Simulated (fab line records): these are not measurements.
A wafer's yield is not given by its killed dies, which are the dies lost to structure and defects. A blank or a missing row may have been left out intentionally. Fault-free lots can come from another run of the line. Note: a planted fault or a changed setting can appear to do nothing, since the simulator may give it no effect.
Chamber matching || flow nand_harc || 4 sister chambers for NHARC_A_CHANNEL_FILL_D1_ETCHBACK_20 on rie_diel-05
The step etches the open film in C4F8/O2/Ar, target depth 27 nm, time 13.5 s. 8 wafers are shown with their chamber, then 7 later ones without.

## WAFERS, EACH WITH ITS CHAMBER
{"wafer": "L161.3", "chamber": 2, "rf_vpp_V (V)": 975, "oes_product_au (a.u.)": 0.99}
{"wafer": "L164.1", "chamber": 0, "rf_vpp_V (V)": 979, "oes_product_au (a.u.)": 1.00}
{"wafer": "L164.4", "chamber": 1, "rf_vpp_V (V)": 970, "oes_product_au (a.u.)": 0.99}
{"wafer": "L166.1", "chamber": 1, "rf_vpp_V (V)": 971, "oes_product_au (a.u.)": 0.93}
{"wafer": "L166.4", "chamber": 0, "rf_vpp_V (V)": 979, "oes_product_au (a.u.)": 0.92}
{"wafer": "L166.6", "chamber": 2, "rf_vpp_V (V)": 974, "oes_product_au (a.u.)": 0.93}
{"wafer": "L172.4", "chamber": 3, "rf_vpp_V (V)": 978, "oes_product_au (a.u.)": 0.92}
{"wafer": "L172.5", "chamber": 3, "rf_vpp_V (V)": 979, "oes_product_au (a.u.)": 0.93}

## WAFERS WITH NO CHAMBER GIVEN
{"wafer": "L172.6", "rf_vpp_V (V)": 974, "oes_product_au (a.u.)": 0.92}
{"wafer": "L173.2", "rf_vpp_V (V)": 977, "oes_product_au (a.u.)": 0.92}
{"wafer": "L173.3", "rf_vpp_V (V)": 974, "oes_product_au (a.u.)": 0.92}
{"wafer": "L173.5", "rf_vpp_V (V)": 978, "oes_product_au (a.u.)": 0.91}
{"wafer": "L174.1", "rf_vpp_V (V)": 978, "oes_product_au (a.u.)": 0.99}
{"wafer": "L174.4", "rf_vpp_V (V)": 975, "oes_product_au (a.u.)": 1.00}
{"wafer": "L174.6", "rf_vpp_V (V)": 980, "oes_product_au (a.u.)": 0.99}

## WHICH CHAMBER EACH WENT THROUGH
{"wafer": "L172.6", "from the rows above": 2, "in truth": 2}
{"wafer": "L173.2", "from the rows above": "can't be placed: 3 or 0 or 2", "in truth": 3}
{"wafer": "L173.3", "from the rows above": 2, "in truth": 2}
{"wafer": "L173.5", "from the rows above": "can't be placed: 3 or 0", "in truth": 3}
{"wafer": "L174.1", "from the rows above": "can't be placed: 3 or 0", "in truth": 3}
{"wafer": "L174.4", "from the rows above": 2, "in truth": 2}
{"wafer": "L174.6", "from the rows above": "can't be placed: 0 or 3", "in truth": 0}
3 of 7 placed correctly. Not placeable from these rows: 4 (in 4, the candidates include the true chamber). Placed wrongly: 0.
How it was worked out, from the rows above alone: a wafer's distance from a chamber is the root of the sum, over the readings, of the square of ((its reading less the chamber's mean) divided by the reading's scatter). If the next closest chamber is less than 2 further off than the closest, the wafer can't be placed; otherwise it belongs to the closest. A chamber's mean is the mean of its shown wafers. The scatter: take each reading less its chamber's mean, square it, sum over the shown wafers, divide by the number of wafers less the number of chambers, and take the root.
